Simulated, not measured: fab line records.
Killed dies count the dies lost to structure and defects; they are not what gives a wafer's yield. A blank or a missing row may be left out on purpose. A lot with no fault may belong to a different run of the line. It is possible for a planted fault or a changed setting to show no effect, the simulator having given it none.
fab line records	flow nand_harc
[record] lots = 24	wafers = 72	last_day = 33
route steps=1302 shown P_CONTACT@248 P_M0@272 P_M1@317 P_M2@345
lots untouched by any fault: they come from a run of this same line in which no faults occurred
start_h: start of the lot's first displayed wafer, in hours after the record's first day	wait_h: hours from the lot's prior step to this one	" the same as in the row above	L1.1+2: a single row standing in for several wafers	- value missing, or start not given	* or withheld: withheld	< > ~ a bound
route shown NAME@n: a module of which the file shows steps, and the number in the route of the first	usual: mean/standard deviation of fault-free wafers	same: alike in all rows	chamber/n: place in a boat	sites: the reading at each site	_std_site: standard deviation of those values	_edge_site: outer sites' mean less inner sites'	radius_mm: how far each site lies from the wafer's centre	mask NAME#n: copy n	behind: the last tool/chamber to shape the wafer	hold: the reason the lot was held/the length of the hold in hours/how it ended	device: names the non-switching transistor (n, p or np)	end of line: tests run on the same wafers once the route is complete	a step without rows: its recipe alone	killed: the dies lost at the first sort to structure and to defects; this is not the yield of the wafer	map: shows each die of a wafer: x if killed, . if not, _ if none is there
set.NAME: the setting that was run; set.NAME@STEP: the one run at that earlier step	model.NAME: the simulator's own value behind a step, which no gauge read
route steps across a sampled set of lots; one table per step, one row per wafer
services: a tool's chamber out of use, with start hour (start_h, from the record's first day; less than 0 if before it), hours out, and reason
[[steps]]
[step NHARC_P_CONTACT_CVD_23]
[recipe] target_thk_a = 2000	temp_c = 300	pressure_torr = 40	wf6_flow_sccm = 40	h2_flow_sccm = 1600	ar_flow_sccm = 1560	time_s = 557	material = W
[usual] heater_power_outer_w = 268/18	heater_power_w = 479/28	mfc_ar_sccm = 1560/4.3	susceptor_temp_C = 299.96/0.18	throttle_valve_pct = 7.9/0.36
lot.wafer	tool	chamber	start_h	wait_h	heater_power_outer_w	heater_power_w	mfc_ar_sccm	susceptor_temp_C	throttle_valve_pct
L074.4	cvd_w-01	1	-	-	251	443	1556	-	8.5
L074.3	"	0	"	"	286	487	1561	-	7.6
L074.5	"	0	"	"	292	486	1566	-	7.7
L075.1	cvd_w-01	0	-	-	290	487	1564	-	7.8
L075.2	"	1	"	"	246	445	1566	-	8.4
L075.5	"	1	"	"	251	451	1559	-	8.4
L076.2	cvd_w-01	1	-	-	249	450	1561	300.28	8.3
L076.5	"	1	"	"	246	446	1560	300.04	8.8
L076.6	"	0	"	"	290	484	1560	300.12	8.2
L077.1	cvd_w-01	0	-	-	287	482	1567	300.10	7.8
L077.4	"	1	"	"	250	451	1555	300.15	8.3
L077.5	"	1	"	"	254	445	1559	300.17	8.2
L078.3	cvd_w-02	0	-	-	273	500	1558	299.92	7.6
L078.5	"	1	"	"	271	499	1562	299.98	7.4
L078.6	"	0	"	"	270	528	1559	299.83	7.7
L080.4	cvd_w-02	1	-	-	273	497	1561	299.94	7.4
L080.3	"	0	"	"	273	504	1566	299.83	7.4
L080.6	"	1	"	"	271	503	1559	299.60	7.5
L079.4	cvd_w-01	1	-	-	254	444	1552	299.79	8.5
L079.5	"	1	"	"	248	454	1559	299.99	8.3
L079.6	"	0	"	"	290	478	1560	300.08	7.9
L081.1	cvd_w-02	1	-	-	276	498	1557	-	7.7
L081.4	"	1	"	"	279	512	1558	-	7.5
L081.5	"	0	"	"	277	514	1556	-	7.6
L082.2	cvd_w-01	1	-	-	240	442	1563	-	8.4
L082.1	"	0	"	"	278	478	1556	-	7.9
L082.3	"	0	"	"	277	472	1558	-	7.8
L083.1	cvd_w-01	0	-	-	276	459	1556	299.72	7.8
L083.3	"	0	"	"	277	464	1556	299.85	7.7
L083.6	"	0	"	"	284	462	1559	299.65	7.8
L084.2	cvd_w-01	0	-	-	272	473	1556	-	7.7
L084.1	"	1	"	"	240	438	1562	-	8.2
L084.5	"	0	"	"	279	470	1559	-	7.7
L085.2	cvd_w-02	0	-	-	274	504	1558	300.03	7.6
L085.3	"	1	"	"	277	504	1560	300.31	7.7
L085.6	"	0	"	"	272	512	1553	299.98	7.8
L086.1	cvd_w-01	1	-	-	240	440	1555	-	8.4
L086.4	"	0	"	"	292	471	1559	-	7.5
L086.6	"	0	"	"	278	480	1561	-	8.0
L087.3	cvd_w-02	1	-	-	273	501	1559	-	7.5
L087.4	"	0	"	"	268	505	1563	-	7.6
L087.6	"	0	"	"	270	513	1560	-	7.7
L088.4	cvd_w-02	0	-	-	276	516	1559	300.18	7.9
L088.5	"	1	"	"	268	512	1555	300.19	7.6
L088.6	"	0	"	"	278	530	1567	299.69	8.0
L089.2	cvd_w-01	0	-	-	282	475	1562	-	7.6
L089.1	"	1	"	"	241	452	1562	-	8.4
L089.4	"	1	"	"	238	443	1561	-	8.5
L090.4	cvd_w-02	0	-	-	276	508	1562	300.14	7.6
L090.3	"	1	"	"	285	526	1564	299.70	7.4
L090.5	"	0	"	"	273	509	1557	300.06	7.5
L091.1	cvd_w-01	0	-	-	285	476	1568	300.46	7.7
L091.4	"	0	"	"	280	476	1567	300.10	7.7
L091.5	"	1	"	"	237	449	1555	300.04	8.3
L092.2	cvd_w-01	0	-	-	285	473	1556	299.98	8.0
L092.1	"	1	"	"	238	453	1565	300.04	8.3
L092.3	"	0	"	"	287	481	1554	299.95	7.9
L094.3	cvd_w-01	0	-	-	285	482	1553	299.73	7.7
L094.6	"	1	"	"	236	448	1558	300.03	8.2
L094.5	"	0	"	"	280	478	1557	300.07	7.7
L093.1	cvd_w-01	0	-	-	278	488	1558	299.80	7.7
L093.4	"	0	"	"	274	467	1565	299.79	7.8
L093.5	"	1	"	"	240	446	1557	299.97	8.3
L095.2	cvd_w-02	1	-	-	292	511	1559	299.80	7.4
L095.4	"	1	"	"	292	515	1564	299.88	7.3
L095.6	"	1	"	"	286	511	1561	299.61	7.3
L097.1	cvd_w-02	0	-	-	272	496	1555	300.04	7.7
L097.2	"	1	"	"	279	512	1557	299.78	7.7
L097.6	"	0	"	"	277	523	1560	300.21	7.5
L096.2	cvd_w-01	1	-	-	243	447	1559	299.94	8.4
L096.1	"	0	"	"	286	483	1557	299.94	7.7
L096.5	"	1	"	"	240	439	1556	299.79	8.3
[step NHARC_P_M0_DEGAS_28]
[recipe] temp_c = 250	time_s = 60
[usual] heater_power_w = 334/39	susceptor_temp_C = 249.99/0.18
lot.wafer	tool	chamber	start_h	wait_h	heater_power_w	susceptor_temp_C
L074.3	pvd_sputter-03	-	120.72	-	390	-
L074.4	"	-	"	"	307	-
L074.5	"	-	"	"	388	-
L075.1	pvd_sputter-02	-	136.81	-	281	249.85
L075.2	"	-	"	"	342	249.83
L075.5	"	-	"	"	277	249.90
L076.2	pvd_sputter-02	-	139.60	-	280	250.17
L076.5	"	-	"	"	280	250.00
L076.6	"	-	"	"	336	249.82
L077.4	pvd_sputter-02	-	155.50	-	346	249.66
L077.1	"	-	"	"	333	250.21
L077.5	"	-	"	"	334	250.09
L078.3	pvd_sputter-02	-	160.69	-	333	250.20
L078.6	"	-	"	"	355	250.47
L078.5	"	-	"	"	332	250.21
L080.4	pvd_sputter-02	-	179.71	-	339	249.84
L080.3	"	-	"	"	338	249.76
L080.6	"	-	"	"	279	249.89
L079.4	pvd_sputter-02	-	180.48	-	337	-
L079.6	"	-	"	"	336	-
L079.5	"	-	"	"	277	-
L081.4	pvd_sputter-01	-	197.63	-	341	249.87
L081.1	"	-	"	"	314	250.06
L081.5	"	-	"	"	341	249.80
L082.3	pvd_sputter-02	-	201.53	-	286	-
L082.2	"	-	"	"	340	-
L082.1	"	-	"	"	328	-
L083.1	pvd_sputter-01	-	216.45	-	377	250.12
L083.3	"	-	"	"	312	249.85
L083.6	"	-	"	"	385	250.15
L084.1	pvd_sputter-03	-	226.70	-	309	249.90
L084.2	"	-	"	"	405	249.96
L084.5	"	-	"	"	304	249.98
L085.2	pvd_sputter-02	-	234.65	-	347	-
L085.3	"	-	"	"	324	-
L085.6	"	-	"	"	342	-
L086.1	pvd_sputter-01	-	240.65	-	382	249.77
L086.4	"	-	"	"	323	250.28
L086.6	"	-	"	"	295	250.12
L087.4	pvd_sputter-03	-	252.16	-	402	249.87
L087.3	"	-	"	"	302	249.92
L087.6	"	-	"	"	311	249.95
L088.4	pvd_sputter-01	-	270.37	-	290	250.10
L088.5	"	-	"	"	382	250.09
L088.6	"	-	"	"	315	250.12
L089.2	pvd_sputter-01	-	273.00	-	294	249.85
L089.1	"	-	"	"	331	249.92
L089.4	"	-	"	"	304	249.85
L090.4	pvd_sputter-03	-	285.61	-	306	250.13
L090.3	"	-	"	"	395	249.76
L090.5	"	-	"	"	410	250.37
L091.4	pvd_sputter-03	-	305.71	-	315	249.90
L091.1	"	-	"	"	303	249.87
L091.5	"	-	"	"	323	249.88
L092.1	pvd_sputter-03	-	311.32	-	313	249.84
L092.2	"	-	"	"	298	249.95
L092.3	"	-	"	"	410	249.89
L094.3	pvd_sputter-03	-	316.75	-	400	250.09
L094.6	"	-	"	"	408	249.94
L094.5	"	-	"	"	311	250.21
L093.4	pvd_sputter-01	-	317.39	-	303	250.23
L093.1	"	-	"	"	398	249.85
L093.5	"	-	"	"	296	250.06
L095.2	pvd_sputter-01	-	329.30	-	283	250.12
L095.4	"	-	"	"	328	250.35
L095.6	"	-	"	"	289	250.12
L097.1	pvd_sputter-01	-	345.54	-	304	249.94
L097.2	"	-	"	"	386	249.65
L097.6	"	-	"	"	318	250.18
L096.1	pvd_sputter-03	-	345.68	-	389	250.04
L096.2	"	-	"	"	407	250.01
L096.5	"	-	"	"	394	249.89
[step NHARC_P_M0_PVD_20]
[recipe] target_thk_a = 50	bias_v = 168.6	power_w = 15000	chamber_pressure_pa = 0.12	time_s = 8.06	substrate_temp_c = 50	material = TaN
[usual] cathode_dc_power_W = 15000/2.8	chamber_pressure_pa = 0.11995/0.00025	throttle_valve_pct = 29.8/1.2
lot.wafer	tool	chamber	start_h	wait_h	cathode_dc_power_W	chamber_pressure_pa	throttle_valve_pct
L074.3	pvd_sputter-03	-	-	-	14996	0.12023	29.0
L074.4	"	-	"	"	15000	0.11989	29.8
L074.5	"	-	"	"	15000	0.12008	28.9
L075.1	pvd_sputter-02	-	-	-	15001	0.12028	32.1
L075.2	"	-	"	"	15002	0.1196	29.1
L075.5	"	-	"	"	14992	0.11988	29.1
L076.2	pvd_sputter-02	-	-	-	15001	0.11967	32.2
L076.5	"	-	"	"	14997	0.11982	28.4
L076.6	"	-	"	"	15005	0.11978	32.1
L077.1	pvd_sputter-02	-	-	-	14996	0.11972	29.8
L077.4	"	-	"	"	14997	0.11989	28.3
L077.5	"	-	"	"	14996	0.11994	29.0
L078.3	pvd_sputter-02	-	-	-	14994	0.11997	29.9
L078.5	"	-	"	"	14996	0.11973	29.4
L078.6	"	-	"	"	14999	0.12059	28.5
L080.3	pvd_sputter-02	-	-	-	15002	0.11982	29.7
L080.4	"	-	"	"	15002	0.12	29.3
L080.6	"	-	"	"	14996	0.11973	28.2
L079.4	pvd_sputter-02	-	-	-	15004	0.11977	29.6
L079.5	"	-	"	"	15002	0.12019	32.1
L079.6	"	-	"	"	15000	0.11993	29.2
L081.4	pvd_sputter-01	-	-	-	14999	0.11988	29.7
L081.1	"	-	"	"	15001	0.12028	29.7
L081.5	"	-	"	"	14994	0.11992	29.6
L082.3	pvd_sputter-02	-	-	-	14998	0.12007	28.9
L082.1	"	-	"	"	15002	0.12047	28.4
L082.2	"	-	"	"	15002	0.11997	32.3
L083.1	pvd_sputter-01	-	-	-	14999	0.12033	29.9
L083.3	"	-	"	"	15003	0.11979	29.7
L083.6	"	-	"	"	14999	0.12056	31.5
L084.2	pvd_sputter-03	-	-	-	15003	0.12004	28.5
L084.1	"	-	"	"	15000	0.11982	30.5
L084.5	"	-	"	"	15004	0.12014	29.6
L085.3	pvd_sputter-02	-	-	-	15001	0.11956	32.2
L085.2	"	-	"	"	14997	0.11972	29.7
L085.6	"	-	"	"	15002	0.11984	28.2
L086.4	pvd_sputter-01	-	-	-	14999	0.12014	29.8
L086.1	"	-	"	"	14999	0.1202	32.2
L086.6	"	-	"	"	15003	0.1199	29.1
L087.4	pvd_sputter-03	-	-	-	14999	0.12004	30.3
L087.3	"	-	"	"	15002	0.11964	28.7
L087.6	"	-	"	"	15000	0.12	30.2
L088.4	pvd_sputter-01	-	-	-	15001	0.11992	32.4
L088.6	"	-	"	"	15003	0.12007	28.9
L088.5	"	-	"	"	15006	0.12005	32.7
L089.2	pvd_sputter-01	-	-	-	15003	0.11953	28.7
L089.4	"	-	"	"	14998	0.12	32.1
L089.1	"	-	"	"	15003	0.11989	29.7
L090.3	pvd_sputter-03	-	-	-	15003	0.12036	29.4
L090.4	"	-	"	"	14999	0.12029	28.6
L090.5	"	-	"	"	14998	0.12014	29.3
L091.1	pvd_sputter-03	-	-	-	14999	0.12042	28.6
L091.4	"	-	"	"	14998	0.12021	30.5
L091.5	"	-	"	"	15000	0.12015	28.6
L092.1	pvd_sputter-03	-	-	-	15002	0.11948	29.5
L092.3	"	-	"	"	15000	0.11972	29.7
L092.2	"	-	"	"	15003	0.11953	28.8
L094.3	pvd_sputter-03	-	-	-	15001	0.12019	30.0
L094.5	"	-	"	"	14998	0.11967	28.9
L094.6	"	-	"	"	15006	0.11996	30.5
L093.1	pvd_sputter-01	-	-	-	14997	0.11989	28.5
L093.4	"	-	"	"	14995	0.11991	32.5
L093.5	"	-	"	"	14999	0.11973	29.4
L095.4	pvd_sputter-01	-	-	-	14998	0.11986	29.2
L095.2	"	-	"	"	14998	0.11947	28.8
L095.6	"	-	"	"	15000	0.11993	29.3
L097.2	pvd_sputter-01	-	-	-	14999	0.11991	29.2
L097.1	"	-	"	"	15003	0.11998	32.5
L097.6	"	-	"	"	14992	0.11961	28.8
L096.2	pvd_sputter-03	-	-	-	15001	0.1195	29.5
L096.1	"	-	"	"	14999	0.11952	30.4
L096.5	"	-	"	"	15002	0.12023	29.5
[step NHARC_P_M0_ANNEAL_30]
[recipe] temp_c = 225	time_s = 90
[usual] wafer_temp_C_max = 226.0/0.31
lot.wafer	tool	chamber	start_h	wait_h	wafer_temp_C_max
L074.3	rtp_anneal-01	0	121.55	-	225.6
L074.4	"	0	"	"	225.6
L074.5	"	0	"	"	225.8
L075.1	rtp_anneal-01	0	137.55	-	225.8
L075.2	"	0	"	"	225.4
L075.5	"	0	"	"	225.6
L076.2	rtp_anneal-02	0	140.39	-	225.8
L076.5	"	0	"	"	226.3
L076.6	"	0	"	"	225.8
L077.1	rtp_anneal-01	0	156.24	0.3	226.1
L077.4	"	0	"	"	225.7
L077.5	"	0	"	"	226.1
L078.3	rtp_anneal-02	0	161.53	-	225.9
L078.5	"	0	"	"	226.1
L078.6	"	0	"	"	226.4
L080.3	rtp_anneal-02	0	180.57	0.3	226.1
L080.4	"	0	"	"	226.1
L080.6	"	0	"	"	226.4
L079.4	rtp_anneal-02	0	181.40	0.4	226.2
L079.5	"	0	"	"	226.4
L079.6	"	0	"	"	226.4
L081.1	rtp_anneal-01	0	198.36	-	225.6
L081.4	"	0	"	"	225.5
L081.5	"	0	"	"	226.1
L082.1	rtp_anneal-02	0	202.26	-	226.4
L082.2	"	0	"	"	225.9
L082.3	"	0	"	"	226.2
L083.1	rtp_anneal-02	0	217.18	0.3	226.6
L083.3	"	0	"	"	226.5
L083.6	"	0	"	"	225.9
L084.1	rtp_anneal-02	0	227.43	-	226.1
L084.2	"	0	"	"	226.3
L084.5	"	0	"	"	226.1
L085.2	rtp_anneal-02	0	235.44	0.3	226.1
L085.3	"	0	"	"	226.9
L085.6	"	0	"	"	226.4
L086.1	rtp_anneal-01	0	241.38	-	225.6
L086.4	"	0	"	"	225.7
L086.6	"	0	"	"	225.7
L087.3	rtp_anneal-02	0	253.01	-	226.2
L087.4	"	0	"	"	226.0
L087.6	"	0	"	"	226.4
L088.4	rtp_anneal-01	0	271.24	-	225.6
L088.5	"	0	"	"	225.6
L088.6	"	0	"	"	225.4
L089.1	rtp_anneal-01	0	273.74	-	225.5
L089.2	"	0	"	"	225.7
L089.4	"	0	"	"	225.5
L090.3	rtp_anneal-02	0	286.43	-	226.0
L090.4	"	0	"	"	225.8
L090.5	"	0	"	"	226.1
L091.1	rtp_anneal-02	0	306.45	-	226.5
L091.4	"	0	"	"	226.0
L091.5	"	0	"	"	226.0
L092.1	rtp_anneal-01	0	312.05	-	226.0
L092.2	"	0	"	"	225.7
L092.3	"	0	"	"	225.7
L094.3	rtp_anneal-02	0	317.58	-	226.2
L094.5	"	0	"	"	226.0
L094.6	"	0	"	"	226.1
L093.1	rtp_anneal-01	0	318.12	-	226.0
L093.4	"	0	"	"	225.8
L093.5	"	0	"	"	225.8
L095.2	rtp_anneal-01	0	330.09	-	225.8
L095.4	"	0	"	"	225.6
L095.6	"	0	"	"	225.9
L097.1	rtp_anneal-01	0	346.27	-	225.7
L097.2	"	0	"	"	225.6
L097.6	"	0	"	"	225.7
L096.1	rtp_anneal-02	0	346.41	0.3	225.9
L096.2	"	0	"	"	226.0
L096.5	"	0	"	"	225.9
[step NHARC_P_M1_DEP_33]
[recipe] target_thk_a = 300	temp_c = 370	target_thk_nm = 30	pressure_torr = 3	flow_sccm = 200	rf_w = 450	material = SiCN
[usual] heater_power_outer_w = 335/48	heater_power_w = 582/73	susceptor_temp_C = 370.03/0.23
lot.wafer	tool	chamber	start_h	wait_h	heater_power_outer_w	heater_power_w	susceptor_temp_C
L074.3	pecvd-03	0	126.58	0.1	266	468	370.27
L074.5	"	0	"	"	272	473	370.29
L074.4	"	2	"	"	348	564	369.79
L075.2	pecvd-01	2	143.08	0.1	304	545	370.13
L075.1	"	0	"	"	367	704	370.46
L075.5	"	0	"	"	368	703	370.33
L076.2	pecvd-04	1	145.48	0.1	345	576	370.09
L076.5	"	1	"	"	359	591	369.92
L076.6	"	2	"	"	440	660	369.87
L077.1	pecvd-04	0	161.31	0.1	368	674	370.07
L077.4	"	2	"	"	365	562	370.10
L077.5	"	0	"	"	263	535	370.14
L078.3	pecvd-01	0	166.62	0.1	351	678	370.36
L078.5	"	1	"	"	358	628	369.79
L078.6	"	0	"	"	356	686	369.94
L080.3	pecvd-01	0	185.64	0.1	383	727	369.99
L080.4	"	1	"	"	348	629	369.71
L080.6	"	0	"	"	378	710	370.01
L079.4	pecvd-01	2	186.49	0.2	303	531	369.99
L079.6	"	0	"	"	395	723	370.14
L079.5	"	1	"	"	351	638	370.24
L081.1	pecvd-03	0	203.53	0.1	244	455	369.96
L081.5	"	0	"	"	238	462	370.31
L081.4	"	2	"	"	296	494	370.43
L082.1	pecvd-03	2	207.35	0.1	298	487	369.72
L082.3	"	0	"	"	226	439	370.24
L082.2	"	1	"	"	317	574	370.24
L083.3	pecvd-03	1	222.31	0.1	344	633	370.29
L083.1	"	2	"	"	310	487	369.85
L083.6	"	2	"	"	303	493	369.99
L084.1	pecvd-03	1	232.56	0.1	330	597	369.68
L084.2	"	2	"	"	323	516	370.31
L084.5	"	0	"	"	290	517	370.24
L085.3	pecvd-04	2	240.47	0.1	419	651	370.42
L085.2	"	0	"	"	313	585	369.85
L085.6	"	0	"	"	315	601	369.87
L086.1	pecvd-04	2	246.50	0.1	444	678	370.26
L086.6	"	0	"	"	289	554	370.16
L086.4	"	2	"	"	459	676	370.02
L087.3	pecvd-03	0	258.11	0.1	252	471	370.04
L087.6	"	2	"	"	291	488	369.76
L087.4	"	0	"	"	251	470	370.10
L088.4	pecvd-01	0	276.31	0.2	419	757	370.17
L088.5	"	1	"	"	359	628	370.58
L088.6	"	2	"	"	294	533	369.87
L089.1	pecvd-01	0	279.29	0.1	408	757	369.57
L089.2	"	1	"	"	350	631	370.11
L089.4	"	0	"	"	405	738	369.83
L090.3	pecvd-01	1	291.35	0.1	313	593	370.19
L090.4	"	1	"	"	315	589	370.36
L090.5	"	2	"	"	287	533	370.42
L091.1	pecvd-04	2	311.65	0.1	371	602	369.99
L091.4	"	1	"	"	362	606	370.03
L091.5	"	2	"	"	376	605	369.88
L092.2	pecvd-03	0	317.26	0.1	254	480	370.06
L092.3	"	1	"	"	377	659	369.67
L092.1	"	2	"	"	337	538	369.86
L094.3	pecvd-03	2	322.68	0.1	339	527	369.89
L094.6	"	0	"	"	286	501	369.94
L094.5	"	1	"	"	326	566	370.04
L093.1	pecvd-03	1	323.42	0.1	395	677	370.14
L093.4	"	2	"	"	339	544	370.50
L093.5	"	0	"	"	294	523	370.08
L095.2	pecvd-04	2	335.37	0.1	423	662	370.38
L095.6	"	0	"	"	322	601	369.75
L095.4	"	1	"	"	387	625	370.25
L097.2	pecvd-03	0	351.46	0.1	282	518	369.69
L097.1	"	1	"	"	364	626	370.16
L097.6	"	1	"	"	363	622	369.94
L096.1	pecvd-04	1	351.71	0.1	380	608	370.11
L096.2	"	2	"	"	347	561	370.15
L096.5	"	2	"	"	353	555	369.89
[step NHARC_P_M2_THK_MEAS_24]
[recipe] thk_meas_gauge = xrf
[usual] thk_nm = 144.3/1.8
lot.wafer	tool	chamber	start_h	wait_h	thk_nm
L074.3	film_metro-01	-	130.31	-	148.0
L074.4	"	-	"	"	146.7
L074.5	"	-	"	"	144.9
L075.1	film_metro-01	-	146.93	-	141.9
L075.2	"	-	"	"	144.1
L075.5	"	-	"	"	143.5
L076.2	film_metro-01	-	149.30	-	147.2
L076.5	"	-	"	"	147.1
L076.6	"	-	"	"	147.3
L077.1	film_metro-01	-	164.97	-	148.4
L077.4	"	-	"	"	141.4
L077.5	"	-	"	"	144.3
L078.3	film_metro-02	-	170.38	-	145.1
L078.5	"	-	"	"	145.2
L078.6	"	-	"	"	146.8
L080.3	film_metro-02	-	189.41	-	140.9
L080.4	"	-	"	"	145.9
L080.6	"	-	"	"	144.3
L079.4	film_metro-01	-	190.23	-	142.9
L079.5	"	-	"	"	147.2
L079.6	"	-	"	"	143.4
L081.1	film_metro-01	-	207.37	-	144.2
L081.4	"	-	"	"	141.6
L081.5	"	-	"	"	147.0
L082.1	film_metro-01	-	211.07	-	146.4
L082.2	"	-	"	"	144.3
L082.3	"	-	"	"	143.5
L083.1	film_metro-02	-	226.28	-	142.3
L083.3	"	-	"	"	144.1
L083.6	"	-	"	"	145.0
L084.1	film_metro-02	-	236.47	-	143.3
L084.2	"	-	"	"	142.8
L084.5	"	-	"	"	144.1
L085.2	film_metro-01	-	244.22	-	146.3
L085.3	"	-	"	"	141.1
L085.6	"	-	"	"	144.3
L086.1	film_metro-02	-	250.30	-	144.3
L086.4	"	-	"	"	141.3
L086.6	"	-	"	"	142.7
L087.3	film_metro-01	-	261.94	-	147.8
L087.4	"	-	"	"	142.9
L087.6	"	-	"	"	144.3
L088.4	film_metro-02	-	280.04	-	144.8
L088.5	"	-	"	"	147.0
L088.6	"	-	"	"	145.6
L089.1	film_metro-02	-	283.32	-	145.6
L089.2	"	-	"	"	142.3
L089.4	"	-	"	"	144.1
L090.3	film_metro-02	-	295.04	-	148.5
L090.4	"	-	"	"	143.3
L090.5	"	-	"	"	146.0
L091.1	film_metro-01	-	315.50	-	140.2
L091.4	"	-	"	"	143.2
L091.5	"	-	"	"	144.0
L092.1	film_metro-01	-	320.99	-	143.7
L092.2	"	-	"	"	145.8
L092.3	"	-	"	"	145.8
L094.3	film_metro-01	-	326.42	-	143.3
L094.5	"	-	"	"	143.0
L094.6	"	-	"	"	141.8
L093.1	film_metro-01	-	327.21	-	144.5
L093.4	"	-	"	"	141.5
L093.5	"	-	"	"	143.8
L095.2	film_metro-01	-	339.01	-	142.2
L095.4	"	-	"	"	145.5
L095.6	"	-	"	"	143.3
L097.1	film_metro-01	-	355.38	-	143.8
L097.2	"	-	"	"	142.6
L097.6	"	-	"	"	144.2
L096.1	film_metro-02	-	355.83	-	144.1
L096.2	"	-	"	"	144.8
L096.5	"	-	"	"	142.7
[[services]]
tool	chamber	start_h	hours	kind
pvd_sputter-01	-	99.17	0.8	repair
pvd_sputter-01	-	102.49	0.9	repair
cvd_w-02	-	103.02	0.5	repair
pvd_sputter-02	-	104.14	10.0	pm
pecvd-04	0	111.15	6.3	repair
pecvd-01	2	116.24	15.0	repair
pecvd-01	-	130.00	13.0	pm
cvd_w-01	0	163.36	8.2	repair
pvd_sputter-03	-	170.01	10.0	pm
cvd_w-01	-	185.00	13.0	pm
pecvd-03	-	185.24	13.0	pm
pecvd-03	-	220.25	1.8	repair
pvd_sputter-01	-	221.51	3.1	repair
pvd_sputter-01	-	226.00	10.0	pm
cvd_w-02	1	226.84	3.6	repair
pvd_sputter-03	-	228.72	1.7	repair
pvd_sputter-03	-	236.47	10.1	repair
pecvd-03	1	265.51	6.9	repair
cvd_w-02	-	269.11	13.0	pm
pvd_sputter-02	-	282.14	10.0	pm
cvd_w-01	-	326.44	0.9	repair
pvd_sputter-02	-	329.71	5.2	repair
pvd_sputter-01	-	334.26	2.5	repair
pvd_sputter-03	-	348.01	10.0	pm
[[key]]
fault none
